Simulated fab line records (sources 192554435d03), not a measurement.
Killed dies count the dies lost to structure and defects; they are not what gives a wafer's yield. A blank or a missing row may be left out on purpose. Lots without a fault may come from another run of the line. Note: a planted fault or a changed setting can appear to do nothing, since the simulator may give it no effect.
Code-filled problem report in 8D (eight disciplines) form / flow n5Finfet / the parts of the form that need people (team, actions taken, sign-off) are left out

## 1. THE ISSUE
At N5_BEOL_M15_SPUTTER_45, cathodeDcPowerW averages 24172 W over 6 wafers from 2 lots, while fault-free wafers read 26000 W, standard deviation 4.8. So: -99 or more standard deviations from the usual mean.
The step: material Cu, target thk 100 nm, time 16.67 s.
Earliest sighting: wafer L954.4 on pvdSputter-01 at day 16 08:28. The record holds 29 wafers of 11 lots with a number at this step. The rule behind "out" and "out of limits": a value lying over 4 standard deviations away from the usual mean. All remaining wafers that have a number are taken as sound.

## 2. WHAT IT IS, AND WHAT IT ISN'T
question=which readings at this step | is=cathodeDcPowerW | is not=throttleValvePct
question=which lots | is=L954, L956 | is not=L938, L940, L942, L943, L945, L950, L959, L960, L961
question=which wafers of those lots | is=all that have a number | is not=-
question=read on which tools | is=pvdSputter-01 | is not=pvdSputter-02, pvdSputter-03
question=when | is=from day 16 08:28 | is not=up to then (16 sound wafers); but 7 sound wafers of L959, L960, L961 came after

## 3. THE SUSPECTS, EACH WITH WHAT RULES IT OUT
Counting: any tool at a process step up to the reading is kept as a suspect provided that every lot that is out went through it and no sound lot did after the first of them.
- rieDiel-05 at N5_BEOL_M15_ETCH_38 (etches SiCN in CF4/N2, target depth 106.4 nm, time 120.5 s): ruled out as a lasting fault. After its first lot that is out, L954 (day 16 08:13), sound lots L961 ran on it. With no start given for some of its lots, N5_BEOL_M15_ETCH_38 uses the hours and lot order of N5_BEOL_M15_DEGAS_41.
- pvdSputter-01 at N5_BEOL_M15_DEGAS_41 (time 60 s): kept. All lots that are out passed through it, beginning with L954 at day 16 08:13, and no sound lot followed; its final sound lot before that point was L950 at day 14 23:11.
- pvdSputter-01 at N5_BEOL_M15_SPUTTER_45 (material Cu, target thk 100 nm, time 16.67 s): kept. All lots that are out passed through it, beginning with L954 at day 16 08:28, and no sound lot followed; its final sound lot before that point was L950 at day 14 23:25. Its own readings are out on those wafers: cathodeDcPowerW.
Remaining after the count are pvdSputter-01 at N5_BEOL_M15_DEGAS_41 and pvdSputter-01 at N5_BEOL_M15_SPUTTER_45.

## 4. THE CAUSE (what the simulator had put in)
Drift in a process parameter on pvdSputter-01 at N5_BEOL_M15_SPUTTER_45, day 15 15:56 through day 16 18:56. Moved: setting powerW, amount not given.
2 suspects survive the count, and this tool is in that group.

## 5. SEQUENCE OF EFFECTS, ordered by route
One row per reading whose mean, taken over the struck wafers that have a number, lies over 3 standard deviations from the usual. Readings are gone through only where the record gives a usual standard deviation; hours: the median, over the lots, of the time from a lot's start at the first step in this table giving one to that lot's start at this step; sigmas: the change measured in usual standard deviations.
hours=0; step=N5_BEOL_M15_SPUTTER_45; reading=cathodeDcPowerW; usual=26000 W; on struck wafers=24172; change=-1828; sigmas=-99 or more
Its process steps:
- N5_BEOL_M15_SPUTTER_45: material Cu, target thk 100 nm, time 16.67 s.

## 6. WHAT WOULD HAVE CAUGHT IT SOONER
In this record the first reading out of limits was taken at day 16 08:28, 17 hours after the fault began at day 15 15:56.
